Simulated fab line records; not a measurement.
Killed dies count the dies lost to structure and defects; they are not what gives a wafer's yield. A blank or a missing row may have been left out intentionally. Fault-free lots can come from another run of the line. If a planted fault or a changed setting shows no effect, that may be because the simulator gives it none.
A lot that was struck, set against a sound lot ; flow n5 finfet ; 44 steps out of a route of 1938
Sound: the wafers L427.2, L427.3, L427.4. Struck: wafer L436.6 (L436.2, L436.4, from the same lot, were not struck and are left out); the cause is given at the end.
Per side, at each step with rows, come the tool, then ch with its chambers, and then its first start. Under that, the readings that differ: sound wafers ; struck wafers ; difference of the means ; sigmas: that difference in standard deviations of wafers without a fault.
alike: a reading whose means differ by less than 2 such deviations, as well as words and numbers matching on both sides. not compared: withheld readings; readings where some wafer has no value; bounds like >300 that might hide an equal value; numbers whose values overlap and for which the record gives no deviation.
A row with sigmas, a row that says differs or no value, or rows on one side alone: a step with any of these is where the two part. Numbers that don't overlap but have no deviation are shown without sigmas and don't part them. Lack of a reading on every wafer of one side parts them only where that side has two or more wafers.

first, 4 steps without rows for these wafers: N5_BEOL_M11_SOFTBAKE_06 (time 60 s); N5_BEOL_M11_EXPOSE_08 (exposes mask M11); N5_BEOL_M11_PEB_09 (peb time 60 s); N5_BEOL_M11_DEVELOP_10 (develop time 30 s).
N5_BEOL_M11_CD_MEAS_11: target cd 64.1 nm.
  sound on cd sem-03 ch 0, day 12 04:05; struck on cd sem-02 ch 0, day 15 11:08
  alike: cd nm
N5_BEOL_M11_OVL_MEAS_12:
  sound on overlay-02 ch 0, day 12 04:07; struck on overlay-01 ch 0, day 15 11:10
  alike: M11_OVL
N5_BEOL_M11_INSPECT_13: inspects for defects (brightfield).
  sound on defect inspect-01 at day 12 04:08; struck on defect inspect-01 at day 15 11:12
  alike: raw defect count
N5_BEOL_M11_DESCUM_16: chemistry O2, time 7.9 s.
  sound on rie diel-05 ch 0,2,3, day 12 04:10; struck on rie diel-02 ch 1, day 15 11:21
  alike: drypump motor current A, oes product au, rf vpp V, showerhead plenum p Torr, throttle valve pct
  not compared: rf hours counter h
then, 3 steps without rows for these wafers: N5_BEOL_M11_ETCH_61 (etches SiARC in CF4, target depth 39 nm, time 65 s); N5_BEOL_M11_ETCH_62 (etches SOC in N2/H2, target depth 110 nm, overetch 22 nm, time 165 s); N5_BEOL_M11_STRIP_68 (strips in N2/H2).
N5_BEOL_M11_STRIP_67: strips in CF4.
  sound on rie diel-05 ch 0,2,3, day 12 04:24; struck on rie diel-02 ch 1, day 15 11:35
  alike: drypump motor current A, oes product au, rf vpp V, showerhead plenum p Torr, throttle valve pct
  not compared: rf hours counter h
N5_BEOL_M11_HM_OPEN_17: chemistry Cl2/BCl3, target TiN, target depth 20 nm, overetch 6 nm.
  sound on rie metal-01 ch 0,1, day 12 04:26; struck on rie metal-02 ch 1, day 15 11:37
reading;sound;struck;difference;sigmas
model.etch.depth nm (nm);20.07 20.05 19.89;16.92;-3.08;
model.SOC_of_BEOL_M11_COAT_59.thk nm (nm);91.4 91.6 91;95;+4;
  alike: drypump motor current A, oes product au, throttle valve pct
  not compared: rf hours counter h
then, 1 step without rows for these wafers: N5_BEOL_M11_STRIP_19 (strips in O2).
N5_BEOL_M11_CD_MEAS_18: pitch 140 nm, target cd 70 nm.
  sound on cd sem-02 at day 12 04:39; struck on cd sem-03 at day 15 11:50
  alike: cd nm
then, 8 steps without rows for these wafers: N5_BEOL_M11_COAT_63 (time 60 s, resist thk 100 nm); N5_BEOL_M11_COAT_64 (time 60 s, resist thk 30 nm); N5_BEOL_M11_COAT_22 (resist thk 90 nm); N5_BEOL_M11_EBR_24; N5_BEOL_M11_SOFTBAKE_23 (time 60 s); N5_BEOL_M11_EXPOSE_25 (exposes mask V10); N5_BEOL_M11_PEB_26 (peb time 60 s); N5_BEOL_M11_DEVELOP_27 (develop time 30 s).
N5_BEOL_M11_CD_MEAS_28: target cd 70 nm.
  sound on cd sem-01 ch 0, day 12 06:48; struck on cd sem-03 ch 0, day 15 13:34
  alike: cd nm
N5_BEOL_M11_OVL_MEAS_29:
  sound on overlay-02 ch 0, day 12 06:50; struck on overlay-01 ch 0, day 15 13:35
  alike: V10_OVL
N5_BEOL_M11_INSPECT_30: inspects for defects (brightfield).
  sound on defect inspect-01 at day 12 06:51; struck on defect inspect-01 at day 15 13:37
  alike: raw defect count
then, 2 steps without rows for these wafers: N5_BEOL_M11_DESCUM_33 (chemistry O2, time 7.9 s); N5_BEOL_M11_ETCH_65 (etches SiARC in CF4, target depth 39 nm, time 65 s).
N5_BEOL_M11_ETCH_66: etches SOC in N2/H2, target depth 120 nm, overetch 24 nm, time 180 s.
  sound on rie diel-05 ch 0,1,3, day 12 07:17; struck on rie diel-05 ch 3, day 15 13:44
reading;sound;struck;difference;sigmas
n2 flow sccm (sccm);201.4 200.8 199.7;197.9;-2.7;-4
  alike: drypump motor current A, oes product au, rf vpp V, showerhead plenum p Torr, throttle valve pct
  not compared: rf hours counter h
then, 1 step without rows for these wafers: N5_BEOL_M11_STRIP_69 (strips in N2/H2).
N5_BEOL_M11_VIA_ETCH_34: etches SiCOH lowk in C4F6/O2, target depth 184.5 nm, time 69.2 s.
  sound on rie diel-05 ch 0,1,3, day 12 07:24; struck on rie diel-05 ch 3, day 15 13:52
reading;sound;struck;difference;sigmas
oes product au (a.u.);0.94 0.95 0.72;0.44;-0.43;-5
  alike: O2_flow_sccm, drypump motor current A, rf vpp V, showerhead plenum p Torr, throttle valve pct
  not compared: rf hours counter h
then, 1 step without rows for these wafers: N5_BEOL_M11_STRIP_73 (strips in C4F6/O2).
N5_BEOL_M11_STRIP_36: strips in N2/H2.
  sound on rie diel-05 ch 0,1,3, day 12 07:28; struck on rie diel-05 ch 3, day 15 13:55
  alike: drypump motor current A, n2 flow sccm, oes product au, rf vpp V, showerhead plenum p Torr, throttle valve pct
  not compared: rf hours counter h
N5_BEOL_M11_TRENCH_ETCH_37: etches SiCOH lowk in C4F6/O2, target depth 148.83 nm, time 48 s.
  sound on rie diel-05 ch 0,1,3; struck on rie diel-05 ch 3
  alike: O2_flow_sccm, drypump motor current A, oes product au, rf vpp V, showerhead plenum p Torr, throttle valve pct
  not compared: rf hours counter h
then, 2 steps without rows for these wafers: N5_BEOL_M11_ETCH_41 (etches SiCN in CH3F/O2, target depth 42.6 nm, time 86 s); N5_BEOL_M11_STRIP_77 (strips in N2/H2, time 10 s).
N5_BEOL_M11_OCD_MEAS_38:
  sound on ocd-02 at day 12 07:41; struck on ocd-02 at day 15 14:08
reading;sound;struck;difference;sigmas
trench depth nm (nm);149.2 151.6 146.8;28.0;-121.2;-76
then, 4 steps without rows for these wafers: N5_BEOL_M11_HM_STRIP_39 (strips TiN in peroxide tin strip, target depth 25 nm, time 158 s); N5_BEOL_M11_SRD_40 (time 30 s); N5_BEOL_M11_PRECLEAN_42 (cleans in residue remover, time 60 s); N5_BEOL_M11_SRD_43 (time 30 s).
N5_BEOL_M11_CD_MEAS_35: target cd 70 nm.
  sound on cd sem-01 at day 12 07:50; struck on cd sem-03 at day 15 14:17
  alike: cd nm
N5_BEOL_M11_THK_MEAS_53: measures by xrf.
  sound on film metro-01 at day 12 10:07; struck on film metro-02 at day 15 16:50
  not compared: M11_THK
N5_BEOL_M11_RS_MEAS_57: the measuring method here is four-point-probe.
  sound on film metro-01 at day 12 10:14; struck on film metro-02 at day 15 16:58
  not compared: M11_RS

WHERE THEY PART
At N5_BEOL_M11_ETCH_66 first; at N5_BEOL_M11_OCD_MEAS_38 last (within this record only). Later steps at which nothing parts them and some readings are alike: N5_BEOL_M11_CD_MEAS_35.

WHY: the cause the simulator had injected
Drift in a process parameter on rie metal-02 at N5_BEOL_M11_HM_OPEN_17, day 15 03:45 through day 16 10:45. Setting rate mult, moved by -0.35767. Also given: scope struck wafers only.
